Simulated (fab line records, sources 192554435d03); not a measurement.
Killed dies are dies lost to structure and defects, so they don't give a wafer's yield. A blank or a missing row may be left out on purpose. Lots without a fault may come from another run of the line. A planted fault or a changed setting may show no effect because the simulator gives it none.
fab line records | flow n5_finfet
record lots=7 wafers=39
route steps=1938 shown WELL_APT@31 FIN_SAQP@102 SD_EPI_N@273 HKMG_FIN@433 MOL_CONTACT_COAG@547 BEOL_M0_SAQP@676 BEOL_M3@931 BEOL_M5@1191 BEOL_M7@1308 BEOL_M10@1512 BEOL_M12@1616 BEOL_M15@1773 TV_OPEN@1890 PASSIVATION@1936
start_h: hours from the record's first day to the start of the lot's first wafer shown | wait_h: hours since the lot's step before | " the same as in the row above | L1.1+2: a row that stands for several wafers | - no value, or no start given | * or withheld: withheld | < > ~ a bound
route shown NAME@n: a module of which the file shows steps, and the number in the route of the first | usual: mean/standard deviation of fault-free wafers | same: alike in all rows | chamber/n: place in a boat | sites: the reading at each site | _std_site: their standard deviation | _edge_site: outer sites' mean less inner sites' | radius_mm: how far each site lies from the wafer's centre | mask NAME#n: copy n | behind: the tool/chamber that last shaped the wafer | hold: why the lot was held/for how many hours/how that ended | device: the transistor (n, p or np) that didn't switch | end of line: the same wafers' tests at the end of the route | a step without rows: its recipe alone | killed: dies lost to structure and defects at the first sort, not the wafer's yield | map: a wafer's dies, x killed, . not, _ none there
set.NAME: the setting as run; set.NAME@STEP: as run at that earlier step | model.NAME: the simulator's own value behind a step, which no gauge read
lots whose settings were changed on purpose; a table a step, a row a wafer
## steps
# step N5_WELL_APT_DESCUM_13
# recipe chemistry=O2 time_s=7.9 source_power_w=50 bias_power_w=20 pressure_mtorr=20 rf_frequency_hz=2.712e+07 temp_c=40 o2_flow_sccm=225
# step N5_FIN_SAQP_HM_DEP_72
# recipe material=SiO2 target_thk_a=120 temp_c=400 precursor=SiH4/N2O pressure_torr=0.75 rf_w=275 time_s=7.2
# step N5_SD_EPI_N_DESCUM_14
# recipe chemistry=O2 time_s=7.9 source_power_w=50 bias_power_w=20 pressure_mtorr=20 rf_frequency_hz=2.712e+07 temp_c=40 resist=CAR-ArF-block o2_flow_sccm=225
# step N5_HKMG_FIN_DESCUM_17
# recipe chemistry=O2 time_s=7.9 source_power_w=50 bias_power_w=20 pressure_mtorr=20 rf_frequency_hz=2.712e+07 temp_c=40 resist=CAR-ArF o2_flow_sccm=225
# step N5_MOL_CONTACT_COAG_SPUTTER_143
# recipe material=Co target_thk_a=25 temp_c=25 chamber_pressure_pa=0.2
# step N5_BEOL_M0_SAQP_SPACER2_ALD_26
# recipe material=SiO2 target_thk_a=150 temp_c=300 ald_precursor_family=BDEAS ald_co_reactant=O2-plasma pulse_time_s=1 purge_time_s=2 co_reactant_purge_time_s=2 pressure_torr=2
# step N5_BEOL_M3_ILD_DEP_00
# recipe material=SiOC target_thk_a=790 temp_c=350 precursor=DEMS/O2 pressure_torr=5 rf_w=500 time_s=15.3
# step N5_BEOL_M3_SPUTTER_81
# recipe material=Cu target_thk_a=45 temp_c=-20 chamber_pressure_pa=0.07 power_w=withheld time_s=8.29
# step N5_BEOL_M5_DEP_56
# recipe material=SiCN target_thk_a=80 temp_c=withheld precursor=3MS/NH3 pressure_torr=3 rf_w=202 time_s=14
# step N5_BEOL_M7_TRENCH_ETCH_37
# recipe chemistry=C4F6/O2 target_depth_a=934.78 target=SiCOH_lowk time_s=31.2 ion_energy_ev=250 pressure_mtorr=30 source_w=345 bias_w=185 Ar_flow_sccm=300 C4F6_flow_sccm=10 O2_flow_sccm=10
# step N5_BEOL_M10_TRENCH_ETCH_37
# recipe chemistry=C4F6/O2 target_depth_a=1488.3 target=SiCOH_lowk time_s=48 ion_energy_ev=250 pressure_mtorr=30 source_w=345 bias_w=185 Ar_flow_sccm=300 C4F6_flow_sccm=10 O2_flow_sccm=10
# step N5_BEOL_M12_ETCH_59
# recipe chemistry=N2/H2 target=BARC target_depth_a=890 overetch_a=267 time_s=67.9 ion_energy_ev=200 pressure_mtorr=30 source_w=840 bias_w=150 n2_flow_sccm=200 h2_flow_sccm=200
# step N5_BEOL_M15_ILD_DEP_00
# recipe material=SiO2 target_thk_a=16293 temp_c=400 precursor=TEOS/O2 pressure_torr=6.5 rf_w=900 teos_flow_sccm=161.4 gas=O2 flow_sccm=2650 time_s=346.1
# step N5_PASSIVATION_ETCH_15
# recipe chemistry=CF4/N2 target=SiCN target_depth_a=750 taper_deg=2 time_s=81.2 ion_energy_ev=150 mask_material=SiNx pressure_mtorr=40 source_w=430 bias_w=70 Ar_flow_sccm=100 cf4_flow_sccm=60 n2_flow_sccm=60
# step N5_PASSIVATION_PROBE_49
# usual sort_bin_5_function=5.1/0.93
# columns lot.wafer tool chamber start_h wait_h set.time_s@WELL_APT_DESCUM_13 set.target_thk_a@FIN_SAQP_HM_DEP_72 set.time_s@SD_EPI_N_DESCUM_14 set.time_s@HKMG_FIN_DESCUM_17 set.target_thk_a@MOL_CONTACT_COAG_SPUTTER_143 set.target_thk_a@BEOL_M0_SAQP_SPACER2_ALD_26 set.time_s@BEOL_M3_ILD_DEP_00 set.time_s@BEOL_M3_SPUTTER_81 set.target_thk_a@BEOL_M5_DEP_56 set.time_s@BEOL_M7_TRENCH_ETCH_37 set.time_s@BEOL_M10_TRENCH_ETCH_37 set.target_depth_a@BEOL_M12_ETCH_59 set.target_thk_a@BEOL_M15_ILD_DEP_00 set.target_depth_a@PASSIVATION_ETCH_15 sort_bin_5_function[%]
L077.1 prober-02 - 289.92 0.0 7.9 175.2 7.9 6.693 18.88 150 15.3 8.29 80 31.2 48 890 16293 750 3.6
L077.2 prober-02 - 289.97 0.1 11.55 175.2 7.9 7.9 25 150 15.3 8.29 51.63 18.82 48 1314 8143 902.4 5.0
L077.3 prober-02 - 290.02 0.1 7.9 120 3.843 6.693 25 150 15.3 10.55 80 31.2 48 890 8143 902.4 5.3
L077.4 prober-02 - 290.07 0.2 11.55 120 7.9 6.693 25 150 7.656 10.55 51.63 18.82 48 890 16293 750 5.8
L077.5 prober-02 - 290.12 0.2 11.55 120 3.843 7.9 18.88 150 7.656 8.29 80 18.82 48 1314 16293 902.4 5.8
L077.6 prober-02 - 290.17 0.3 7.9 175.2 3.843 7.9 18.88 150 7.656 10.55 51.63 31.2 48 1314 8143 750 5.4
L078.1 prober-02 - 302.87 0.0 7.9 158.1 10.1 4.854 25 150 15.3 8.29 80 31.2 25.28 890 23630 750 6.7
L078.2 prober-02 - 302.92 0.1 9.933 158.1 7.9 4.854 25 239.6 15.3 8.29 80 31.2 48 890 16293 750 95.4
L078.3 prober-02 - 302.97 0.1 7.9 158.1 10.1 7.9 12.17 150 15.3 8.29 80 31.2 25.28 890 16293 750 4.6
L078.4 prober-02 - 303.02 0.2 9.933 120 10.1 7.9 12.17 239.6 15.3 8.29 80 17.65 25.28 890 23630 750 95.9
L078.5 prober-02 - 303.07 0.2 9.933 120 7.9 7.9 25 150 15.3 8.29 80 17.65 48 890 16293 750 6.0
L078.6 prober-02 - 303.12 0.3 7.9 120 7.9 4.854 12.17 239.6 15.3 8.29 80 17.65 48 890 23630 750 96.1
L079.3 prober-01 - 302.96 0.1 7.9 120 7.9 7.9 25 150 15.3 8.29 80 31.2 48 890 16293 750 5.2
L079.4 prober-01 - 303.01 0.2 7.9 120 7.9 7.9 25 150 15.3 8.29 80 31.2 48 890 16293 750 3.5
L079.5 prober-01 - 303.06 0.2 7.9 120 7.9 7.9 25 150 15.3 8.29 80 31.2 48 890 16293 750 5.5
L081.1 prober-01 - 329.17 0.2 7.9 120 7.9 9.402 25 82.94 15.3 3.938 43.75 31.2 21.21 890 16293 750 5.4
L081.2 prober-01 - 329.22 0.2 7.9 70.18 7.9 7.9 19.6 150 15.3 8.29 43.75 43.77 21.21 380.7 16293 750 96.4
L081.3 prober-01 - 329.27 0.3 7.9 70.18 7.9 9.402 19.6 82.94 15.3 8.29 80 43.77 48 890 16293 327.5 5.9
L081.4 prober-01 - 329.32 0.3 7.9 120 7.9 9.402 19.6 150 21.77 3.938 80 43.77 48 890 6692 750 96.4
L081.5 prober-01 - 329.37 0.4 7.9 70.18 7.9 7.9 25 82.94 21.77 3.938 43.75 31.2 48 380.7 6692 327.5 5.3
L081.6 prober-01 - 329.42 0.4 7.9 120 7.9 7.9 25 150 21.77 8.29 80 31.2 21.21 380.7 6692 327.5 96.1
L086.1 prober-02 - 354.40 0.0 7.9 120 10.66 7.9 25 150 6.379 4.052 80 31.2 26.67 361.1 25810 750 5.8
L086.2 prober-02 - 354.45 0.1 6.329 120 7.9 7.9 25 101.4 15.3 8.29 47.5 31.2 26.67 890 16293 750 3.7
L086.3 prober-02 - 354.50 0.1 7.9 70.99 10.66 7.9 12.34 150 6.379 8.29 47.5 45.24 26.67 890 25810 424.1 4.5
L086.4 prober-02 - 354.55 0.2 6.329 120 7.9 7.9 12.34 150 15.3 8.29 80 45.24 48 361.1 16293 750 9.0
L086.5 prober-02 - 354.60 0.2 7.9 70.99 7.9 7.9 12.34 101.4 6.379 4.052 47.5 31.2 48 361.1 16293 424.1 4.4
L086.6 prober-02 - 354.65 0.3 6.329 70.99 10.66 7.9 25 101.4 15.3 4.052 80 45.24 48 890 25810 424.1 6.1
L087.1 prober-02 - 360.45 0.0 10.15 120 7.9 10.43 12.19 150 21.12 8.29 80 31.2 48 729.2 23330 750 93.2
L087.2 prober-02 - 360.50 0.1 7.9 120 7.9 7.9 25 150 15.3 8.29 80 31.2 73.64 729.2 16293 876.5 6.4
L087.3 prober-02 - 360.55 0.1 7.9 120 7.9 7.9 25 112.3 21.12 12.43 122.5 31.2 73.64 890 16293 876.5 5.3
L087.4 prober-02 - 360.60 0.2 7.9 169.3 7.9 10.43 12.19 112.3 15.3 12.43 80 31.2 48 890 16293 750 4.8
L087.5 prober-02 - 360.65 0.2 10.15 169.3 7.9 10.43 25 112.3 21.12 8.29 122.5 31.2 48 890 23330 876.5 5.7
L087.6 prober-02 - 360.70 0.3 10.15 169.3 7.9 7.9 12.19 150 15.3 12.43 122.5 31.2 73.64 729.2 23330 750 5.5
L096.1 prober-01 - 424.10 0.0 7.9 120 7.9 7.9 25 88.33 15.3 4.761 80 31.2 23.59 890 16293 943.4 7.9
L096.2 prober-01 - 424.15 0.1 7.9 120 4.692 7.9 37.54 88.33 15.3 4.761 125.9 31.2 48 890 16293 750 6.1
L096.3 prober-01 - 424.20 0.1 7.9 50.9 4.692 7.9 25 150 15.3 8.29 80 31.2 48 890 16293 750 7.8
L096.4 prober-01 - 424.25 0.2 7.9 50.9 7.9 7.9 25 88.33 15.3 8.29 125.9 31.2 23.59 1043 16293 750 6.1
L096.5 prober-01 - 424.30 0.2 7.9 50.9 4.692 7.9 37.54 150 15.3 4.761 125.9 31.2 23.59 1043 16293 943.4 96.4
L096.6 prober-01 - 424.35 0.3 7.9 120 7.9 7.9 37.54 150 15.3 8.29 80 31.2 48 1043 16293 943.4 6.4
# killed by level:class
L077.1 MOL_CONTACT_COAG:geometric_particle:open=13 FIN_SAQP:geometric_particle:open=12 FIN_SAQP:geometric_particle:short=6 STI_FIN_REVEAL:geometric_particle:open=6 BEOL_M0_SAQP:geometric_particle:open=6 BEOL_M2:geometric_particle:open=6 BEOL_M0_SAQP:geometric_particle:short=5 BEOL_M0:geometric_particle:open=4
L077.2 BEOL_M15:area_dep=794 BEOL_M7:area_ecd=262 FIN_SAQP:geometric_particle:open=23 MOL_CONTACT_COAG:geometric_particle:open=15 BEOL_M0_SAQP:geometric_particle:short=11 FIN_SAQP:geometric_particle:short=10 BEOL_M0_SAQP:geometric_particle:open=7 MOL_CONTACT_COAG:geometric_particle:short=4
L077.3 BEOL_M15:area_dep=1072 FIN_SAQP:geometric_particle:open=16 FIN_SAQP:geometric_particle:short=11 BEOL_M2:geometric_particle:short=8 BEOL_M1:geometric_particle:short=7 BEOL_M2:geometric_particle:open=7 MOL_CONTACT_COAG:geometric_particle:open=6 STI_FIN_REVEAL:geometric_particle:open=5
L077.4 BEOL_M3:area_dep=1062 FIN_SAQP:geometric_particle:open=14 BEOL_M0_SAQP:geometric_particle:open=12 FIN_SAQP:geometric_particle:short=10 BEOL_M0_SAQP:geometric_particle:short=9 STI_FIN_REVEAL:geometric_particle:open=8 MOL_CONTACT_COAG:geometric_particle:open=8 BEOL_M1:geometric_particle:short=7
L077.5 BEOL_M3:area_dep=1059 STI_FIN_REVEAL:geometric_particle:open=18 FIN_SAQP:geometric_particle:open=16 FIN_SAQP:geometric_particle:short=7 MOL_CONTACT_COAG:geometric_particle:open=7 STARTING-WAFER:geometric_particle:short=7 BEOL_M0_SAQP:geometric_particle:open=5 BEOL_M1:geometric_particle:short=5
L077.6 BEOL_M3:area_dep=1068 BEOL_M1:geometric_particle:open=13 FIN_SAQP:geometric_particle:short=11 FIN_SAQP:geometric_particle:open=8 MOL_CONTACT_COAG:geometric_particle:open=8 BEOL_M0_SAQP:geometric_particle:short=7 STI_FIN_REVEAL:geometric_particle:open=7 BEOL_M0_SAQP:geometric_particle:open=7
L078.1 BEOL_M10:area_ecd=181 STI_FIN_REVEAL:geometric_particle:open=17 BEOL_M0_SAQP:geometric_particle:open=13 MOL_CONTACT_COAG:geometric_particle:open=10 BEOL_M2:geometric_particle:open=9 BEOL_M0_SAQP:geometric_particle:short=8 MOL_CONTACT_COAG:geometric_particle:short=7 FIN_SAQP:geometric_particle:short=6
L078.2 BEOL_M0_SAQP:area_ald=1050 FIN_SAQP:geometric_particle:short=18 STI_FIN_REVEAL:geometric_particle:open=12 BEOL_M0_SAQP:geometric_particle:short=11 BEOL_M0_SAQP:geometric_particle:open=11 BEOL_M1:geometric_particle:open=8 MOL_CONTACT_COAG:geometric_particle:open=7 FIN_SAQP:geometric_particle:open=5
L079.3 STI_FIN_REVEAL:geometric_particle:open=20 BEOL_M1:geometric_particle:open=8 STI_FIN_REVEAL:geometric_particle:short=6 MOL_CONTACT_COAG:geometric_particle:open=6 FIN_SAQP:geometric_particle:open=5 FIN_SAQP:geometric_particle:short=5 BEOL_M4:geometric_particle:open=4 SPACER0:geometric_particle:open=4
L078.3 BEOL_M10:area_ecd=209 MOL_CONTACT_COAG:geometric_particle:open=14 FIN_SAQP:geometric_particle:short=11 BEOL_M0:geometric_particle:open=8 STI_FIN_REVEAL:geometric_particle:open=6 BEOL_M0_SAQP:geometric_particle:open=5 GATE_CUT:geometric_particle:open=5 GATE_CUT:geometric_particle:short=5
L079.4 MOL_CONTACT_COAG:geometric_particle:open=12 FIN_SAQP:geometric_particle:short=8 STI_FIN_REVEAL:geometric_particle:open=8 FIN_SAQP:geometric_particle:open=5 BEOL_M2:geometric_particle:open=4 BEOL_M4:geometric_particle:open=4 BEOL_M4:geometric_particle:short=4 STI_FIN_REVEAL:geometric_particle:short=3
L078.4 BEOL_M0_SAQP:area_ald=1069 STI_FIN_REVEAL:geometric_particle:open=14 BEOL_M2:geometric_particle:open=12 FIN_SAQP:geometric_particle:short=9 BEOL_M0_SAQP:geometric_particle:short=7 STARTING-WAFER:geometric_particle:short=6 BEOL_M3:geometric_particle:open=6 FIN_SAQP:geometric_particle:open=5
L079.5 MOL_CONTACT_COAG:geometric_particle:open=12 STI_FIN_REVEAL:geometric_particle:open=11 FIN_SAQP:geometric_particle:open=7 BEOL_M1:geometric_particle:open=6 BEOL_M0:geometric_particle:open=6 STARTING-WAFER:geometric_particle:open=5 BEOL_M1:geometric_particle:short=5 FIN_SAQP:geometric_particle:short=4
L078.5 BEOL_M7:area_ecd=517 FIN_SAQP:geometric_particle:open=12 MOL_CONTACT_COAG:geometric_particle:open=8 BEOL_M3:geometric_particle:short=6 BEOL_M2:geometric_particle:open=5 BEOL_M0_SAQP:geometric_particle:open=4 BEOL_M0_SAQP:geometric_particle:short=4 BEOL_M4:geometric_particle:open=4
L078.6 BEOL_M0_SAQP:area_ald=1087 STI_FIN_REVEAL:geometric_particle:open=16 BEOL_M1:geometric_particle:open=8 STI_FIN_REVEAL:geometric_particle:short=6 FIN_SAQP:geometric_particle:short=5 BEOL_M2:geometric_particle:open=5 STARTING-WAFER:geometric_particle:open=5 FIN_SAQP:geometric_particle:open=4
L081.1 BEOL_M0_SAQP:area_ald=1079 MOL_CONTACT_COAG:geometric_particle:open=21 BEOL_M0_SAQP:geometric_particle:open=12 BEOL_M0_SAQP:geometric_particle:short=6 MOL_CONTACT_COAG:geometric_particle:short=4 BEOL_M8:geometric_particle:open=4 FIN_SAQP:geometric_particle:open=3 DUMMY_GATE:geometric_particle:open=3
L081.2 BEOL_M10:area_etch=1066 BEOL_M0_SAQP:geometric_particle:short=16 MOL_CONTACT_COAG:geometric_particle:open=11 STI_FIN_REVEAL:geometric_particle:open=9 BEOL_M2:geometric_particle:short=7 FIN_SAQP:geometric_particle:open=6 GATE_CUT:geometric_particle:short=5 BEOL_M3:geometric_particle:open=5
L081.3 BEOL_M0_SAQP:area_ald=1066 MOL_CONTACT_COAG:geometric_particle:open=13 BEOL_M4:geometric_particle:open=12 BEOL_M2:geometric_particle:short=9 PAD_METAL:geometric_particle:open=9 BEOL_M0_SAQP:geometric_particle:open=8 BEOL_M0_SAQP:geometric_particle:short=8 FIN_SAQP:geometric_particle:open=6
L081.4 BEOL_M3:area_dep=1080 MOL_CONTACT_COAG:geometric_particle:open=16 BEOL_M0_SAQP:geometric_particle:open=10 GATE_CUT:geometric_particle:open=9 BEOL_M0_SAQP:geometric_particle:short=6 FIN_SAQP:geometric_particle:open=5 BEOL_M1:geometric_particle:open=5 BEOL_M3:geometric_particle:open=5
L081.5 BEOL_M0_SAQP:area_ald=1079 FIN_SAQP:geometric_particle:short=13 BEOL_M2:geometric_particle:open=10 FIN_SAQP:geometric_particle:open=8 BEOL_M0_SAQP:geometric_particle:open=7 BEOL_M0_SAQP:geometric_particle:short=7 BEOL_M1:geometric_particle:open=6 MOL_CONTACT_COAG:geometric_particle:open=5
L081.6 BEOL_M3:area_dep=1068 BEOL_M0_SAQP:geometric_particle:open=15 BEOL_M2:geometric_particle:open=9 BEOL_M2:geometric_particle:short=9 BEOL_M0_SAQP:geometric_particle:short=8 FIN_SAQP:geometric_particle:open=7 BEOL_M1:geometric_particle:short=7 BEOL_M4:geometric_particle:open=7
L086.1 BEOL_M3:area_dep=1068 STI_FIN_REVEAL:geometric_particle:open=14 BEOL_M0_SAQP:geometric_particle:open=11 FIN_SAQP:geometric_particle:short=9 BEOL_M2:geometric_particle:open=8 FIN_SAQP:geometric_particle:open=7 MOL_CONTACT_COAG:geometric_particle:open=7 BEOL_M0_SAQP:geometric_particle:short=7
L086.2 BEOL_M0_SAQP:area_ald=1090 FIN_SAQP:geometric_particle:short=12 STI_FIN_REVEAL:geometric_particle:open=11 MOL_CONTACT_COAG:geometric_particle:open=9 BEOL_M1:geometric_particle:open=8 BEOL_M4:geometric_particle:open=7 GATE_CUT:geometric_particle:short=6 BEOL_M2:geometric_particle:open=6
L086.3 BEOL_M3:area_dep=1097 BEOL_M4:geometric_particle:open=14 STI_FIN_REVEAL:geometric_particle:open=8 MOL_CONTACT_COAG:geometric_particle:open=7 BEOL_M1:geometric_particle:open=7 FIN_SAQP:geometric_particle:short=6 FIN_SAQP:geometric_particle:open=5 BEOL_M0_SAQP:geometric_particle:open=4
L086.4 BEOL_M12:area_etch=51 STI_FIN_REVEAL:geometric_particle:open=10 MOL_CONTACT_COAG:geometric_particle:open=8 BEOL_M4:geometric_particle:open=7 BEOL_M1:geometric_particle:open=6 BEOL_M2:geometric_particle:short=6 FIN_SAQP:geometric_particle:short=5 GATE_CUT:geometric_particle:short=5
L086.5 BEOL_M0_SAQP:area_ald=1093 FIN_SAQP:geometric_particle:short=12 MOL_CONTACT_COAG:geometric_particle:open=11 BEOL_M4:geometric_particle:open=11 BEOL_M1:geometric_particle:open=8 STI_FIN_REVEAL:geometric_particle:open=6 FIN_SAQP:geometric_particle:open=5 GATE_CUT:geometric_particle:open=3
L086.6 BEOL_M0_SAQP:area_ald=1064 MOL_CONTACT_COAG:geometric_particle:open=16 BEOL_M1:geometric_particle:open=16 BEOL_M4:geometric_particle:open=11 FIN_SAQP:geometric_particle:open=8 FIN_SAQP:geometric_particle:short=8 BEOL_M0:geometric_particle:open=6 GATE_CUT:geometric_particle:short=4
L087.1 BEOL_M3:area_dep=1031 BEOL_M0_SAQP:geometric_particle:short=14 STI_FIN_REVEAL:geometric_particle:open=13 MOL_CONTACT_COAG:geometric_particle:open=10 BEOL_M0_SAQP:geometric_particle:open=10 BEOL_M1:geometric_particle:open=9 BEOL_M3:geometric_particle:open=7 MOL_CONTACT_COAG:geometric_particle:short=5
L087.2 BEOL_M3:geometric_particle:open=16 FIN_SAQP:geometric_particle:open=14 STI_FIN_REVEAL:geometric_particle:open=10 FIN_SAQP:geometric_particle:short=9 BEOL_M0_SAQP:geometric_particle:open=9 MOL_CONTACT_COAG:geometric_particle:open=7 BEOL_M2:geometric_particle:open=5 BEOL_M0_SAQP:geometric_particle:short=5
L087.3 BEOL_M0_SAQP:area_ald=1078 BEOL_M3:geometric_particle:open=11 BEOL_M0_SAQP:geometric_particle:short=9 FIN_SAQP:geometric_particle:short=7 MOL_CONTACT_COAG:geometric_particle:open=7 BEOL_M3:geometric_particle:short=6 STI_FIN_REVEAL:geometric_particle:open=6 DUMMY_GATE:geometric_particle:open=6
L087.4 BEOL_M0_SAQP:area_ald=1070 BEOL_M4:geometric_particle:open=17 FIN_SAQP:geometric_particle:open=11 MOL_CONTACT_COAG:geometric_particle:open=8 BEOL_M0_SAQP:geometric_particle:short=8 FIN_SAQP:geometric_particle:short=6 MOL_CONTACT_COAG:geometric_particle:short=6 BEOL_M0_SAQP:geometric_particle:open=6
L087.5 BEOL_M0_SAQP:area_ald=1071 STI_FIN_REVEAL:geometric_particle:open=19 BEOL_M0_SAQP:geometric_particle:open=11 BEOL_M0_SAQP:geometric_particle:short=10 FIN_SAQP:geometric_particle:open=9 MOL_CONTACT_COAG:geometric_particle:open=8 BEOL_M3:geometric_particle:open=8 FIN_SAQP:geometric_particle:short=7
L087.6 BEOL_M3:geometric_particle:open=13 FIN_SAQP:geometric_particle:open=12 BEOL_M4:geometric_particle:open=10 BEOL_M0_SAQP:geometric_particle:short=9 FIN_SAQP:geometric_particle:short=8 DUMMY_GATE:geometric_particle:open=6 BEOL_M1:geometric_particle:open=6 STI_FIN_REVEAL:geometric_particle:open=5
L096.1 BEOL_M0_SAQP:area_ald=1040 BEOL_M3:geometric_particle:open=18 BEOL_M0_SAQP:geometric_particle:short=13 BEOL_M2:geometric_particle:open=13 BEOL_M0_SAQP:geometric_particle:open=12 FIN_SAQP:geometric_particle:open=11 MOL_CONTACT_COAG:geometric_particle:open=9 GATE_CUT:geometric_particle:open=9
L096.2 BEOL_M0_SAQP:area_ald=1066 BEOL_M3:geometric_particle:open=18 BEOL_M2:geometric_particle:open=11 BEOL_M1:geometric_particle:open=8 BEOL_M3:geometric_particle:short=8 FIN_SAQP:geometric_particle:open=7 MOL_CONTACT_COAG:geometric_particle:open=7 GATE_CUT:geometric_particle:short=6
L096.3 BEOL_M3:geometric_particle:open=24 BEOL_M0_SAQP:geometric_particle:open=16 BEOL_M2:geometric_particle:open=15 BEOL_M0_SAQP:geometric_particle:short=14 FIN_SAQP:geometric_particle:open=13 MOL_CONTACT_COAG:geometric_particle:open=11 FIN_SAQP:geometric_particle:short=9 BEOL_M1:geometric_particle:open=9
L096.4 BEOL_M0_SAQP:area_ald=1062 BEOL_M2:geometric_particle:open=15 BEOL_M0_SAQP:geometric_particle:short=11 BEOL_M3:geometric_particle:open=11 FIN_SAQP:geometric_particle:open=9 MOL_CONTACT_COAG:geometric_particle:open=7 GATE_CUT:geometric_particle:short=6 BEOL_M0_SAQP:geometric_particle:open=6
L096.5 BEOL_M10:area_etch=1078 MOL_CONTACT_COAG:geometric_particle:open=15 FIN_SAQP:geometric_particle:open=9 BEOL_M2:geometric_particle:open=8 BEOL_M3:geometric_particle:open=8 FIN_SAQP:geometric_particle:short=7 BEOL_M0_SAQP:geometric_particle:open=7 GATE_CUT:geometric_particle:short=5
L096.6 BEOL_M3:geometric_particle:open=14 GATE_CUT:geometric_particle:short=12 FIN_SAQP:geometric_particle:open=10 BEOL_M2:geometric_particle:open=7 STARTING-WAFER:geometric_particle:open=6 FIN_SAQP:geometric_particle:short=5 STI_FIN_REVEAL:geometric_particle:open=5 GATE_CUT:geometric_particle:open=5
## key
split step=N5_WELL_APT_DESCUM_13 setting=time_s stated_as=7.9
response none clear
split step=N5_FIN_SAQP_HM_DEP_72 setting=target_thk_a stated_as=120
response none clear
split step=N5_SD_EPI_N_DESCUM_14 setting=time_s stated_as=7.9
response none clear
split step=N5_HKMG_FIN_DESCUM_17 setting=time_s stated_as=7.9
response none clear
split step=N5_MOL_CONTACT_COAG_SPUTTER_143 setting=target_thk_a stated_as=25
response none clear
split step=N5_BEOL_M0_SAQP_SPACER2_ALD_26 setting=target_thk_a stated_as=150
response step=N5_PASSIVATION_PROBE_49 reading=sort_bin_5_function slope=+1.34 per=1% together_with=all explained=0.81
split step=N5_BEOL_M3_ILD_DEP_00 setting=time_s stated_as=15.3
response none clear
split step=N5_BEOL_M3_SPUTTER_81 setting=time_s stated_as=8.29
response none clear
split step=N5_BEOL_M5_DEP_56 setting=target_thk_a stated_as=80
response none clear
split step=N5_BEOL_M7_TRENCH_ETCH_37 setting=time_s stated_as=31.2
response none clear
split step=N5_BEOL_M10_TRENCH_ETCH_37 setting=time_s stated_as=48
response none clear
split step=N5_BEOL_M12_ETCH_59 setting=target_depth_a stated_as=890
response none clear
split step=N5_BEOL_M15_ILD_DEP_00 setting=target_thk_a stated_as=16293
response none clear
split step=N5_PASSIVATION_ETCH_15 setting=target_depth_a stated_as=750
response none clear
